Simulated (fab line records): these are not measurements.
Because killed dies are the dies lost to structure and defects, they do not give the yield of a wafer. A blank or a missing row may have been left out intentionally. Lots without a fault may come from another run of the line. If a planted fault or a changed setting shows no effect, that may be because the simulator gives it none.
Which tool is to blame?	flow n5Finfet	Sampling: 11 lots, 33 wafers, 3 of 1938 route steps

WHAT EACH GAUGE READ, for each wafer
N5_BEOL_M13_CD_MEAS_28: the cd target is 209.5 nm.
lot	measured	on	cdNm (nm)
L468	day 10 17:17	cdSem-03	210.5 210.4 210.6
L470	day 11 03:29	cdSem-01	209.0 209.5 211.0
L469	day 11 04:22	cdSem-01	210.3 210.6 211.6
L471	day 11 12:49	cdSem-03	210.2 210.6 211.0
L472	day 12 05:03	cdSem-02	209.9 209.5 209.6
L484	day 14 23:32	cdSem-03	209.9 210.6 209.6
L481	day 14 23:42	cdSem-03	217.1 216.1 216.0
L483	day 15 09:55	cdSem-02	214.0 214.5 214.4
L486	day 15 10:35	cdSem-03	211.7 211.9 211.3
L488	day 16 04:52	cdSem-03	209.6 210.4 210.3
L487	day 16 04:58	cdSem-01	211.0 211.3 211.6

WHICH TOOL RAN EACH LOT (tool, then ch and the chambers of the sampled wafers, then the start)
lot	N5_BEOL_M13_STRIP_63	N5_BEOL_M13_EXPOSE_25
L468	plasmaAsher-02 ch 0,1, day 10 16:38	krfScanner-01 ch 0, day 10 17:07
L470	plasmaAsher-01 ch 0,1, day 11 02:58	krfScanner-02 ch 0, day 11 03:19
L469	plasmaAsher-02 ch 0,1, day 11 03:42	krfScanner-01 ch 0, day 11 04:11
L471	plasmaAsher-01 ch 0,1, day 11 12:18	krfScanner-01 ch 0, day 11 12:40
L472	plasmaAsher-02 ch 0,1, day 12 04:32	krfScanner-01 ch 0, day 12 04:53
L484	plasmaAsher-02 ch 0,1, day 14 22:52	krfScanner-02 ch 0, day 14 23:22
L481	plasmaAsher-02 ch 0,1, day 14 23:02	krfScanner-01 ch 0, day 14 23:32
L483	plasmaAsher-02 ch 0,1, day 15 09:23	krfScanner-01 ch 0, day 15 09:45
L486	plasmaAsher-01 ch 0,1, day 15 09:55	krfScanner-02 ch 0, day 15 10:25
L488	plasmaAsher-01 ch 0,1, day 16 04:20	krfScanner-02 ch 0, day 16 04:42
L487	plasmaAsher-02 ch 0,1, day 16 04:26	krfScanner-02 ch 0, day 16 04:47
- N5_BEOL_M13_STRIP_63: strips in N2/H2.
- N5_BEOL_M13_EXPOSE_25: exposes mask M13, target cd 210 nm.

THE ANSWER, worked out from the rows above alone
Rule: usual is defined by the lots themselves. The widest of any qualifying gaps counts: lots, ordered by their means at a reading, are off when they make up no more than a third of the lots, leave a main group of 4 or more, and stand apart from it by 3 or more times the standard deviation of that group's means. Not used: any main group whose means are identical at the precision the tables above print for the reading. Also off: a lot with no number at a reading for which 4 or more lots have one. All remaining lots with rows at the step are treated as sound.
Off at N5_BEOL_M13_CD_MEAS_28 (cdNm): L481, L483. The main group has a mean of 210.5 nm with a standard deviation of 0.63.
If a tool, at a process step before that reading, ran all the lots that are off and no sound lot after the first of them, it fits. Those tools and the gauges at N5_BEOL_M13_CD_MEAS_28 are tried in the same way. One fits: krfScanner-01 at N5_BEOL_M13_EXPOSE_25. A fault onset in the window from L472 (day 12 04:53, its last sound lot) to L481 (day 14 23:32, its first lot off) fits.

WHAT THE SIMULATOR HAD PUT IN
Drift in process parameters on krfScanner-01 at N5_BEOL_M13_EXPOSE_25, starting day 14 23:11. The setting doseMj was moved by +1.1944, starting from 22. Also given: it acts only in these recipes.
Struck lots among those shown: L481, L483. The rule given above showed the same thing.
